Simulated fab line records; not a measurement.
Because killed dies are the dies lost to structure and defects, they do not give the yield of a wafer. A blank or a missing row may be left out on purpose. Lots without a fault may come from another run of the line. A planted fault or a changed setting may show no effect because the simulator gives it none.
fab line records -- flow nand-harc
record lots=5, wafers=15, last-day=32
route steps=1302 shown A_STAIRCASE@705 END@1302
lots untouched by any fault: they come from a run of this same line in which no faults occurred
start-h: hours from the record's first day to the start of the lot's first wafer shown -- wait-h: hours elapsed since this lot's preceding step -- " the same as in the row above -- L1.1+2: one row covering several wafers at once -- - no value, or no start given -- * or withheld: withheld -- < > ~ a bound
route shown NAME@n: names a module that has steps shown in the file, with the first one's number in the route -- usual: mean and standard deviation over wafers with no fault -- same: alike in all rows -- chamber/n: place in a boat -- sites: readings site by site -- _std_site: their standard deviation -- _edge_site: the outer-site mean with the inner-site mean subtracted -- radius-mm: for every site, how far away it sits from the centre of the wafer -- mask NAME#n: copy n -- behind: tool/chamber where the wafer was last shaped -- hold: the reason the lot was held/the length of the hold in hours/how it ended -- device: transistor that didn't switch, given as n, p or np -- end of line: tests run on the same wafers once the route is complete -- step lacking rows: just its recipe -- killed: count of dies lost to structure and defects at first sort (not the wafer's yield) -- map: shows each die of a wafer: x if killed, . if not, _ if none is there
set.NAME: the setting the step ran with; set.NAME@STEP: the setting that earlier step ran with -- model.NAME: the simulator's own value behind a step, which no gauge read
lots at some steps of the route; a table a step, a row a wafer
services: from which hour (start-h, from the record's first day; less than 0 if before it) a tool's chamber was out of use, for how many hours, and why
## steps
# step NHARC_A_STAIRCASE_TRIM_191
# recipe time-s=211.2, o2-flow-sccm=500, ar-flow-sccm=0, bias-w=0, chemistry=O2
# step NHARC_A_STAIRCASE_ETCH_192
# recipe target-depth-a=1000, time-s=40.5, ion-energy-ev=400, c4f8-flow-sccm=20, o2-flow-sccm=10, ar-flow-sccm=withheld, rf-w=600, bias-w=1000, chemistry=C4F8/O2
# step NHARC_A_STAIRCASE_TRIM_193
# recipe time-s=211.2, o2-flow-sccm=500, ar-flow-sccm=0, bias-w=0, chemistry=O2
# step NHARC_A_STAIRCASE_ETCH_194
# recipe target-depth-a=1000, time-s=40.5, ion-energy-ev=400, c4f8-flow-sccm=20, o2-flow-sccm=10, ar-flow-sccm=withheld, rf-w=600, bias-w=1000, chemistry=C4F8/O2
# usual oes-product-au=0.942/0.011, rf-vpp-V=897/5.7
lot.wafer,tool,chamber,start-h,wait-h,oes-product-au,rf-hours-counter-h,rf-vpp-V
L157.3,rie-diel-07,0,-,-,0.952,27,890
L157.5,rie-diel-07,3,-,-,0.941,-,894
L157.6,rie-diel-07,0,-,-,0.942,-,890
L158.3,rie-diel-06,3,-,-,0.950,23,905
L158.6,rie-diel-06,3,-,-,0.961,-,903
L158.5,rie-diel-06,0,-,-,0.959,-,900
L166.1,rie-diel-06,0,-,-,0.945,36,901
L166.4,rie-diel-06,1,-,-,0.916,53,902
L166.5,rie-diel-06,0,-,-,0.945,-,900
L174.4,rie-diel-07,2,-,-,0.929,20,894
L174.1,rie-diel-07,0,-,-,0.953,17,891
L174.5,rie-diel-07,1,-,-,0.934,-,902
L177.1,rie-diel-07,1,-,-,0.945,27,902
L177.3,rie-diel-07,3,-,-,0.933,30,892
L177.5,rie-diel-07,3,-,-,0.931,-,893
# step NHARC_A_STAIRCASE_TRIM_196
# recipe time-s=211.2, o2-flow-sccm=500, ar-flow-sccm=0, bias-w=0, chemistry=O2
# step NHARC_A_STAIRCASE_ETCH_197
# recipe target-depth-a=1000, time-s=40.5, ion-energy-ev=400, c4f8-flow-sccm=20, o2-flow-sccm=10, ar-flow-sccm=withheld, rf-w=600, bias-w=1000, chemistry=C4F8/O2
# step NHARC_A_STAIRCASE_TRIM_198
# recipe time-s=211.2, o2-flow-sccm=500, ar-flow-sccm=0, bias-w=0, chemistry=O2
# step NHARC_A_STAIRCASE_ETCH_199
# recipe target-depth-a=1000, time-s=40.5, ion-energy-ev=400, c4f8-flow-sccm=20, o2-flow-sccm=10, ar-flow-sccm=withheld, rf-w=600, bias-w=1000, chemistry=C4F8/O2
# step NHARC_A_STAIRCASE_TRIM_200
# recipe time-s=211.2, o2-flow-sccm=500, ar-flow-sccm=0, bias-w=0, chemistry=O2
# step NHARC_A_STAIRCASE_ETCH_201
# recipe target-depth-a=1000, time-s=40.5, ion-energy-ev=400, c4f8-flow-sccm=20, o2-flow-sccm=10, ar-flow-sccm=withheld, rf-w=600, bias-w=1000, chemistry=C4F8/O2
# step NHARC_A_STAIRCASE_TRIM_202
# recipe time-s=211.2, o2-flow-sccm=500, ar-flow-sccm=0, bias-w=0, chemistry=O2
# usual drypump-motor-current-A=5.6/0.36, mfc-ar-sccm=0.012/0.0095, oes-product-au=1.001/0.0085, rf-vpp-V=57.9/0.86, showerhead-plenum-p-Torr=3.54/0.15, throttle-valve-pct=17.036/0.0082
lot.wafer,tool,chamber,start-h,wait-h,drypump-motor-current-A,mfc-ar-sccm,oes-product-au,rf-hours-counter-h,rf-vpp-V,showerhead-plenum-p-Torr,throttle-valve-pct
L157.3,rie-diel-07,1,-,-,5.3,0.023,1.004,26,57.9,3.76,17.048
L157.6,rie-diel-07,0,-,-,5.0,0.019,1.008,-,58.7,3.38,17.016
L157.5,rie-diel-07,1,-,-,5.3,0.023,1.006,-,58.8,3.76,17.030
L158.3,rie-diel-01,0,-,-,5.4,0.022,0.999,53,57.7,3.42,17.053
L158.6,rie-diel-01,0,-,-,5.3,0.022,1.004,-,57.0,3.42,17.034
L158.5,rie-diel-01,1,-,-,5.6,0.017,0.990,-,57.1,3.58,17.026
L166.4,rie-diel-07,1,-,-,5.3,0.023,0.997,52,58.3,3.75,17.029
L166.1,rie-diel-07,2,-,-,5.5,0.002,0.997,50,56.8,3.44,17.023
L166.5,rie-diel-07,3,-,-,5.8,0,0.996,-,57.8,3.45,17.026
L174.4,rie-diel-07,0,-,-,5.0,0.019,1.016,17,57.6,3.36,17.037
L174.1,rie-diel-07,2,-,-,5.5,0.002,0.996,21,59.6,3.43,17.040
L174.5,rie-diel-07,0,-,-,5.0,0.019,1.019,-,57.6,3.36,17.031
L177.3,rie-diel-07,3,-,-,5.9,0,0.979,30,57.3,3.43,17.036
L177.1,rie-diel-07,0,-,-,5.0,0.019,1.009,27,58.0,3.35,17.053
L177.5,rie-diel-07,1,-,-,5.3,0.023,0.999,-,57.0,3.73,17.033
# step NHARC_A_STAIRCASE_ETCH_203
# recipe target-depth-a=1000, time-s=40.5, ion-energy-ev=400, c4f8-flow-sccm=20, o2-flow-sccm=10, ar-flow-sccm=withheld, rf-w=600, bias-w=1000, chemistry=C4F8/O2
# usual oes-product-au=0.944/0.012, rf-vpp-V=896/5.6
lot.wafer,tool,chamber,start-h,wait-h,oes-product-au,rf-hours-counter-h,rf-vpp-V
L157.3,rie-diel-07,0,373.18,-,0.948,28,891
L157.6,rie-diel-07,3,373.18,-,0.931,-,894
L157.5,rie-diel-07,1,373.18,-,0.944,-,903
L158.3,rie-diel-01,1,381.04,-,0.934,55,898
L158.5,rie-diel-01,2,381.04,-,0.960,-,895
L158.6,rie-diel-01,3,381.04,-,0.961,-,891
L166.4,rie-diel-07,2,466.35,-,0.941,50,894
L166.1,rie-diel-07,0,466.35,-,0.957,58,890
L166.5,rie-diel-07,2,466.35,-,0.944,-,893
L174.1,rie-diel-07,1,545.66,-,0.936,19,902
L174.4,rie-diel-07,3,545.66,-,0.939,21,893
L174.5,rie-diel-07,1,545.66,-,0.943,-,904
L177.1,rie-diel-07,0,570.15,-,0.946,27,890
L177.3,rie-diel-07,3,570.15,-,0.932,31,894
L177.5,rie-diel-07,1,570.15,-,0.950,-,903
# step NHARC_A_STAIRCASE_STRIP_205
# recipe power-w=1500, temp-c=250, chemistry=O2
# usual drypump-motor-current-A=5.2/0.41, heater-power-w=327/10
lot.wafer,tool,chamber,start-h,wait-h,drypump-motor-current-A,heater-power-w,rf-hours-counter-h
L157.3,plasma-asher-01,0,373.47,0.2,4.9,314,-
L157.6,plasma-asher-01,0,373.47,0.2,4.9,315,-
L157.5,plasma-asher-01,1,373.47,0.2,5.1,333,-
L158.3,plasma-asher-02,1,381.29,0.2,4.9,330,-
L158.5,plasma-asher-02,1,381.29,0.2,4.9,336,-
L158.6,plasma-asher-02,0,381.29,0.2,5.9,361,-
L166.1,plasma-asher-01,1,466.57,0.1,5.1,335,23
L166.4,plasma-asher-01,0,466.57,0.1,4.9,313,-
L166.5,plasma-asher-01,0,466.57,0.1,4.9,307,-
L174.1,plasma-asher-02,1,545.83,0.1,4.9,328,26
L174.4,plasma-asher-02,1,545.83,0.1,4.9,326,-
L174.5,plasma-asher-02,0,545.83,0.1,5.9,327,-
L177.1,plasma-asher-02,0,570.38,0.1,5.9,334,32
L177.3,plasma-asher-02,1,570.38,0.1,4.9,330,-
L177.5,plasma-asher-02,0,570.38,0.1,5.9,336,-
# step NHARC_A_STAIRCASE_STRIP_206
# recipe time-s=900, temp-c=130, chemistry=SPM
# step NHARC_A_STAIRCASE_PRECLEAN_207
# recipe time-s=*, temp-c=50, bath-age-min=0, chemistry=SC1
# step NHARC_A_STAIRCASE_SRD_208
# step NHARC_A_STAIRCASE_DEHYDRATE_209
# recipe temp-c=150, time-s=120
# step NHARC_A_STAIRCASE_HMDS_210
# recipe time-s=30
# step NHARC_A_STAIRCASE_COAT_211
# recipe spin-rpm=1200
# step NHARC_A_STAIRCASE_SOFTBAKE_212
# recipe temp-c=135, time-s=170
# step NHARC_A_STAIRCASE_EBR_213
# step NHARC_A_STAIRCASE_EXPOSE_214
# recipe na=0.5, dose-mj=31.26, mask-id=STAIR_3
# step NHARC_A_STAIRCASE_PEB_215
# recipe peb-temp-c=115, peb-time-s=130
# step NHARC_A_STAIRCASE_DEVELOP_216
# recipe time-s=140
# step NHARC_A_STAIRCASE_HARDBAKE_218
# recipe temp-c=120, time-s=140
# step NHARC_A_STAIRCASE_DESCUM_219
# recipe time-s=3, o2-flow-sccm=200, ar-flow-sccm=0, bias-power-w=0, chemistry=O2
# usual drypump-motor-current-A=5.7/0.37, mfc-ar-sccm=0.010/0.0093, oes-product-au=1.000/0.01, rf-vpp-V=57.8/0.83, showerhead-plenum-p-Torr=1.92/0.089, throttle-valve-pct=11.312/0.0085
lot.wafer,tool,chamber,start-h,wait-h,drypump-motor-current-A,mfc-ar-sccm,oes-product-au,rf-hours-counter-h,rf-vpp-V,showerhead-plenum-p-Torr,throttle-valve-pct
L157.3,rie-diel-01,0,374.90,-,5.4,0.022,0.989,51,57.1,1.85,11.313
L157.6,rie-diel-01,2,374.90,-,5.9,0.016,0.999,-,58.5,1.91,11.315
L157.5,rie-diel-01,3,374.90,-,6.2,0,1.001,-,56.3,1.82,11.325
L158.3,rie-diel-07,1,382.62,-,5.3,0.023,1.008,28,57.7,2.05,11.312
L158.5,rie-diel-07,2,382.62,-,5.5,0.002,0.980,-,57.3,1.87,11.320
L158.6,rie-diel-07,3,382.62,-,5.8,0,0.989,-,57.9,1.88,11.318
L166.1,rie-diel-06,3,468.09,-,5.9,0.016,0.996,56,56.7,2.05,11.313
L166.4,rie-diel-06,1,468.09,-,5.8,0,0.979,54,58.8,2.02,11.317
L166.5,rie-diel-06,3,468.09,-,5.8,0.016,0.991,-,59.7,2.05,11.299
L174.4,rie-diel-07,2,547.35,-,5.5,0.002,0.986,21,58.0,1.86,11.326
L174.1,rie-diel-07,0,547.35,-,5.0,0.019,1.009,18,57.8,1.81,11.327
L174.5,rie-diel-07,2,547.35,-,5.5,0.002,1.002,-,58.8,1.86,11.308
L177.3,rie-diel-06,3,571.85,-,5.8,0.016,1.002,24,57.4,2.03,11.312
L177.1,rie-diel-06,1,571.85,-,5.8,0,0.999,19,59.3,2.01,11.305
L177.5,rie-diel-06,3,571.85,-,5.8,0.016,0.997,-,56.2,2.03,11.310
# step NHARC_A_STAIRCASE_TRIM_220
# recipe time-s=211.2, o2-flow-sccm=500, ar-flow-sccm=0, bias-w=0, chemistry=O2
# step NHARC_A_STAIRCASE_ETCH_221
# recipe target-depth-a=1000, time-s=40.5, ion-energy-ev=400, c4f8-flow-sccm=20, o2-flow-sccm=10, ar-flow-sccm=withheld, rf-w=600, bias-w=1000, chemistry=C4F8/O2
# step NHARC_A_STAIRCASE_TRIM_222
# recipe time-s=211.2, o2-flow-sccm=500, ar-flow-sccm=0, bias-w=0, chemistry=O2
# step NHARC_A_STAIRCASE_ETCH_223
# recipe target-depth-a=1000, time-s=40.5, ion-energy-ev=400, c4f8-flow-sccm=20, o2-flow-sccm=10, ar-flow-sccm=withheld, rf-w=600, bias-w=1000, chemistry=C4F8/O2
# step NHARC_A_STAIRCASE_TRIM_224
# recipe time-s=211.2, o2-flow-sccm=500, ar-flow-sccm=0, bias-w=0, chemistry=O2
# step NHARC_A_STAIRCASE_ETCH_225
# recipe target-depth-a=1000, time-s=40.5, ion-energy-ev=400, c4f8-flow-sccm=20, o2-flow-sccm=10, ar-flow-sccm=withheld, rf-w=600, bias-w=1000, chemistry=C4F8/O2
# step NHARC_A_STAIRCASE_TRIM_226
# recipe time-s=211.2, o2-flow-sccm=500, ar-flow-sccm=0, bias-w=0, chemistry=O2
# usual drypump-motor-current-A=5.7/0.35, mfc-ar-sccm=0.010/0.0092, oes-product-au=1.000/0.01, rf-vpp-V=57.8/0.88, showerhead-plenum-p-Torr=3.54/0.14, throttle-valve-pct=17.036/0.009
lot.wafer,tool,chamber,start-h,wait-h,drypump-motor-current-A,mfc-ar-sccm,oes-product-au,rf-hours-counter-h,rf-vpp-V,showerhead-plenum-p-Torr,throttle-valve-pct
L157.3,rie-diel-01,1,-,-,5.7,0.017,1.008,53,57.3,3.58,17.038
L157.5,rie-diel-01,0,-,-,5.3,0.022,0.999,-,57.5,3.42,17.033
L157.6,rie-diel-01,1,-,-,5.7,0.017,1.004,-,59.3,3.58,17.042
L158.3,rie-diel-07,2,-,-,5.5,0.002,0.992,25,58.7,3.46,17.047
L158.5,rie-diel-07,3,-,-,5.8,0,1.002,-,58.6,3.47,17.028
L158.6,rie-diel-07,0,-,-,5.0,0.019,1.012,-,57.0,3.38,17.023
L166.4,rie-diel-06,3,-,-,5.9,0.016,1.007,57,57.9,3.75,17.028
L166.1,rie-diel-06,1,-,-,5.8,0,0.998,55,59.0,3.72,17.038
L166.5,rie-diel-06,3,-,-,5.9,0.016,1.011,-,59.2,3.75,17.033
L174.4,rie-diel-07,1,-,-,5.3,0.023,1.003,20,57.4,3.73,17.031
L174.1,rie-diel-07,0,-,-,5.0,0.019,1.022,19,57.6,3.36,17.019
L174.5,rie-diel-07,2,-,-,5.5,0.002,0.992,-,58.6,3.43,17.047
L177.3,rie-diel-06,0,-,-,6.3,0,1.007,21,58.3,3.64,17.044
L177.1,rie-diel-06,1,-,-,5.8,0,1.007,20,57.8,3.70,17.019
L177.5,rie-diel-06,0,-,-,6.2,0,1.012,-,58.0,3.64,17.025
# step NHARC_A_STAIRCASE_ETCH_227
# recipe target-depth-a=1000, time-s=40.5, ion-energy-ev=400, c4f8-flow-sccm=20, o2-flow-sccm=10, ar-flow-sccm=withheld, rf-w=600, bias-w=1000, chemistry=C4F8/O2
# step NHARC_A_STAIRCASE_TRIM_229
# recipe time-s=211.2, o2-flow-sccm=500, ar-flow-sccm=0, bias-w=0, chemistry=O2
# step NHARC_A_STAIRCASE_ETCH_230
# recipe target-depth-a=1000, time-s=40.5, ion-energy-ev=400, c4f8-flow-sccm=20, o2-flow-sccm=10, ar-flow-sccm=withheld, rf-w=600, bias-w=1000, chemistry=C4F8/O2
# step NHARC_A_STAIRCASE_TRIM_231
# recipe time-s=211.2, o2-flow-sccm=500, ar-flow-sccm=0, bias-w=0, chemistry=O2
# step NHARC_A_STAIRCASE_ETCH_232
# recipe target-depth-a=1000, time-s=40.5, ion-energy-ev=400, c4f8-flow-sccm=20, o2-flow-sccm=10, ar-flow-sccm=withheld, rf-w=600, bias-w=1000, chemistry=C4F8/O2
# step NHARC_END_SORT_01
# recipe temp-c=25
# usual killed-at-array=55/15, killed-at-other=1.0/1.2, killed-at-periphery=3.4/2.2, killed-dies=59/15, killed-open=3.2/2, killed-short=2.5/1.7
# same gross-dies=677
lot.wafer,tool,chamber,start-h,wait-h,killed-at-array,killed-at-other,killed-at-periphery,killed-dies,killed-open,killed-short
L166.4,prober-02,0,679.97,3.4,158,0,4,162,2,2
L166.5,prober-02,0,680.76,3.7,150,0,8,158,5,3
# killed by level:class
L166.4 A_STAIRCASE:unspecified=80 A_SLIT:chamber-film-flake=37 A_CHANNEL_HOLE_D1:chamber-film-flake=30 A_CONTACT:chamber-film-flake=4 P_GATE:chamber-film-flake=3 A_STAIRCASE:chamber-film-flake=2 P_GATE:geometric-particle:open=1 A_CHANNEL_FILL_D1:geometric-particle:short=1
L166.5 A_STAIRCASE:unspecified=83 A_SLIT:chamber-film-flake=36 A_CHANNEL_HOLE_D1:chamber-film-flake=17 P_GATE:chamber-film-flake=4 A_STAIRCASE:chamber-film-flake=4 A_ZERO_WELL:chamber-film-flake=3 A_WL_FILL:geometric-particle:short=2 A_CONTACT:chamber-film-flake=2
# map L166.4 (x killed, . not)
____________.____________
_________......._________
_______...x......._______
______..x..........______
_____....xxx........_____
____.....xxxx........____
____....x..xxx.......____
___......x.xxx...x....___
___.....x..xxx........___
__........x.xxx.x..x...__
__........x.x.x...xx...__
_..............xx.x....._
_.......xx.x.x..x.xxx..._
_........x.....xxxxxx..._
_x..............xxxx...._
_..............xxxxx.x.x_
x.........x....xxxx.x....
................xxx.x....
.................x..x....
......................x..
...x.............xxxxxx..
_...............x.xxxxx._
_x..x............xxxxxxx_
_...............xxxxxxxx_
_...............xxxxxxxx_
_..............xxxxxxxxx_
__.............xxxxxxxx__
__.x............xxxxxxx__
___..............xxxxx___
___..............xxxxx___
____............x.xxx____
____.............x.xx____
_____...........x.xx_____
______.............______
_______x.........._______
_________......._________
____________x____________
# map L157.3 (x killed, . not)
____________.____________
_________......._________
_______..........._______
______.............______
_____.............x._____
____.................____
____.................____
___................x..___
___...................___
__.........x.x..x......__
__.........x....x..x...__
_..............x..x..x.._
_.................x....._
_...............x......._
_.x............x.x......_
_...............x......._
...............x.xx......
......x....x...x.........
...............x...x..x.x
............x...x........
............xxxxx........
_.xx..x......xxxxx...x.._
_...........xxxxx......._
_.....x......xx........._
_..............xx......._
_..........x.x.........._
__.....................__
__.....................__
___...................___
___...................___
____.................____
____.................____
_____..............._____
______.............______
_______..........._______
_________...x..._________
____________.____________
## services
tool,chamber,start-h,hours,kind
rie-diel-01,0,349.82,14.4,repair
rie-diel-06,1,352.26,5.6,repair
rie-diel-07,0,355.51,-,clean
rie-diel-07,1,355.51,-,clean
rie-diel-07,2,355.51,-,clean
rie-diel-07,3,355.51,-,clean
rie-diel-06,-,361.47,1.0,repair
rie-diel-07,2,364.79,12.7,repair
rie-diel-07,0,380.01,-,clean
rie-diel-07,1,380.01,-,clean
rie-diel-07,2,380.01,-,clean
rie-diel-07,3,380.01,-,clean
rie-diel-01,-,383.18,9.0,pm
rie-diel-01,0,397.08,3.2,repair
rie-diel-07,0,404.51,-,clean
rie-diel-07,2,418.06,6.2,repair
plasma-asher-02,-,426.32,9.0,pm
rie-diel-07,1,455.72,4.9,repair
rie-diel-07,-,473.83,9.0,pm
rie-diel-06,-,493.45,9.0,pm
plasma-asher-01,-,519.20,9.0,pm
rie-diel-07,0,521.78,16.0,repair
rie-diel-07,2,548.44,31.2,repair
rie-diel-01,-,560.43,9.0,pm
## key
first-sign step=NHARC_END_SORT_01, reading=killed-dies, direction=up, sigmas=6.8, usual=59, struck=160
effect step=NHARC_END_SORT_01, reading=killed-at-array, direction=up, sigmas=6.7, usual=55, struck=154
more-kills-born-at NHARC_A_STAIRCASE_ETCH_203@rie-diel-07=158
met-at NHARC_A_STAIRCASE_ETCH_203
struck-wafers L166.4,L166.5
tester-left-out L166
fault kind=chamber-particle-source, tool=rie-diel-07, chamber=2, onset-h=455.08, steps=NHARC_A_STAIRCASE_ETCH_203, rate-per-visit-cm2=1.3861, end-h=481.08
# tester-left-out: of these lots the tester's yield and bins aren't shown, on N5 and GAA mostly nor the transistor test; their killed dies are dies lost to structure and defects alone, not to doping, threshold or leakage, so they don't give the yield
